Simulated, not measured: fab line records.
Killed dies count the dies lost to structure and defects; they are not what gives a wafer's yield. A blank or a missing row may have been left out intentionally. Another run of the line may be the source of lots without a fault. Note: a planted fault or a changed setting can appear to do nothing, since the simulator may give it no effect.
Split-lot study | flow n5 finfet | 7 lots, 39 wafers read, on a route of 1938 steps

== ABOUT THE SPLIT ==
At N5_BEOL_M6_ETCH_62 (etches SOC in N2/H2, target depth 110 nm, overetch 22 nm, time 165 s), the setting time s was moved away from the recipe's 165 s on 15 of the 39 wafers read, by -36.5% to +15.1%. All remaining wafers had this setting at the recipe value.

The reading comes from the split's own step.

== THE READING ==
SiARC_of_BEOL_M6_COAT_60.thk nm (the simulator's own value, which no gauge read), in nm, at N5_BEOL_M6_ETCH_62 (etches SOC in N2/H2, target depth 110 nm, overetch 22 nm, time 165 s). The file gives no usual value for it. The 24 wafers here that ran the recipe average 28.3 nm, standard deviation 0.2 nm.

wafer  | tool, chamber at the split | time s as run, s | against the recipe | SiARC_of_BEOL_M6_COAT_60.thk nm, nm | against lot-mates on the recipe
L076.1 | rie diel-06, 1,2           | 165              | recipe             | 28.2                                | -
L076.4 | rie diel-06, 1,2           | 165              | recipe             | 28.2                                | -
L076.2 | rie diel-06, 0             | 104.7            | -36.5%             | 30.8                                | +2.7
L076.3 | rie diel-06, 3             | 104.7            | -36.5%             | 30.4                                | +2.3
L076.5 | rie diel-06, 2             | 104.7            | -36.5%             | 30.6                                | +2.5
L076.6 | rie diel-06, 3             | 165              | recipe             | 27.8                                | -
L083.1 | rie diel-06, 2,3           | 165              | recipe             | 28.2                                | -
L083.6 | rie diel-06, 2,3           | 165              | recipe             | 28.2                                | -
L083.2 | rie diel-06, 0             | 165              | recipe             | 28.4                                | -
L083.3 | rie diel-06, 1,0           | 131              | -20.6%             | 29.6                                | +1.3
L083.5 | rie diel-06, 1,0           | 131              | -20.6%             | 29.6                                | +1.3
L083.4 | rie diel-06, 3             | 131              | -20.6%             | 29.8                                | +1.5
L084.1 | rie diel-06, 2,3,1,0       | 165              | recipe             | 28.2                                | -
L084.2 | rie diel-06, 2,3,1,0       | 165              | recipe             | 28.2                                | -
L084.3 | rie diel-06, 2,3,1,0       | 165              | recipe             | 28.2                                | -
L084.4 | rie diel-06, 2,3,1,0       | 165              | recipe             | 28.2                                | -
L084.5 | rie diel-06, 3             | 165              | recipe             | 28                                  | -
L084.6 | rie diel-06, 0             | 165              | recipe             | 28.4                                | -
L085.1 | rie diel-01, 3,0           | 126.3            | -23.5%             | 29.8                                | +1.5
L085.2 | rie diel-01, 3,0           | 126.3            | -23.5%             | 29.8                                | +1.5
L085.3 | rie diel-01, 1,2           | 165              | recipe             | 28.4                                | -
L085.4 | rie diel-01, 1,2           | 165              | recipe             | 28.4                                | -
L085.5 | rie diel-01, 3             | 165              | recipe             | 28.2                                | -
L085.6 | rie diel-01, 2             | 126.3            | -23.5%             | 30                                  | +1.7
L090.1 | rie diel-06, 2             | 128.5            | -22.1%             | 30                                  | +1.7
L090.2 | rie diel-06, 0,3           | 128.5            | -22.1%             | 29.8                                | +1.5
L090.5 | rie diel-06, 0,3           | 128.5            | -22.1%             | 29.8                                | +1.5
L090.3 | rie diel-06, 1,2           | 165              | recipe             | 28.4                                | -
L090.6 | rie diel-06, 1,2           | 165              | recipe             | 28.4                                | -
L090.4 | rie diel-06, 3             | 165              | recipe             | 28                                  | -
L093.1 | rie diel-06, 1,2,0         | 165              | recipe             | 28.4                                | -
L093.2 | rie diel-06, 1,2,0         | 165              | recipe             | 28.4                                | -
L093.6 | rie diel-06, 1,2,0         | 165              | recipe             | 28.4                                | -
L095.1 | rie diel-04, 3             | 189.9            | +15.1%             | 26.8                                | -1.7
L095.2 | rie diel-04, 2             | 165              | recipe             | 28.6                                | -
L095.3 | rie diel-04, 1             | 165              | recipe             | 28.8                                | -
L095.4 | rie diel-04, 0             | 165              | recipe             | 28.2                                | -
L095.5 | rie diel-04, 0             | 189.9            | +15.1%             | 27.2                                | -1.3
L095.6 | rie diel-04, 1             | 189.9            | +15.1%             | 27.8                                | -0.7
The file does not say which wafer passed through which chamber wherever a row lists several chambers: such a row stands for several wafers.

THE FIT
A straight line over all 39 wafers: SiARC_of_BEOL_M6_COAT_60.thk nm changes by -0.0662 nm for each +1% of time s; r = -0.97; the points scatter about the line by 0.21 nm.
The same after taking each lot's own level away (the mean of its wafers on the recipe; 39 wafers): -0.0709 nm for each +1%; r = -0.98; scatter 0.19 nm.
On that fit, the largest move of time s shifts the reading by 2.6 nm.
The span of the lots' own levels, 28.07 to 28.53 nm, comes to 2.3 times the standard deviation stated above.
Hence the lot-to-lot level has little effect on the slope; both slopes agree.
Check: with one of the wafers moved furthest among these (-36.5%) left out of the fit, the line predicts +2.53 nm for it against its lot-mates. It came out at +2.73 nm against them.

== OTHER SPLITS ON THESE WAFERS ==
Note: prior to the reading, these wafers also went through further splits. Each is held against what the fit with the lots' levels taken away leaves over:
other split on the same wafers                  | wafers away from the commonest value | r with SiARC_of_BEOL_M6_COAT_60.thk nm (lot level and that fit taken away)
N5_FIN_SAQP_HM_DEP_03 target thk a              | 18                                   | +0.08
N5_DUMMY_GATE_ETCH_32 time s                    | 15                                   | -0.17
N5_SD_EPI_N_EPI_21 time s                       | 6                                    | -0.27
N5_MOL_CONTACT_COAG_SPUTTER_143 target thk a    | 15                                   | +0.22
N5_MOL_CONTACT_COAG_ETCHBACK_134 target depth a | 15                                   | -0.08
N5_BEOL_M1_VIA_ETCH_34 target depth a           | 18                                   | -0.04
N5_BEOL_M2_ETCHBACK_99 target depth a           | 12                                   | -0.03
N5_BEOL_M4_VIA_ETCH_34 target depth a           | 15                                   | -0.11

== FILE'S OWN FIT ==
SiARC_of_BEOL_M6_COAT_60.thk nm changes by -0.07 nm for each +1% of time s, r = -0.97.
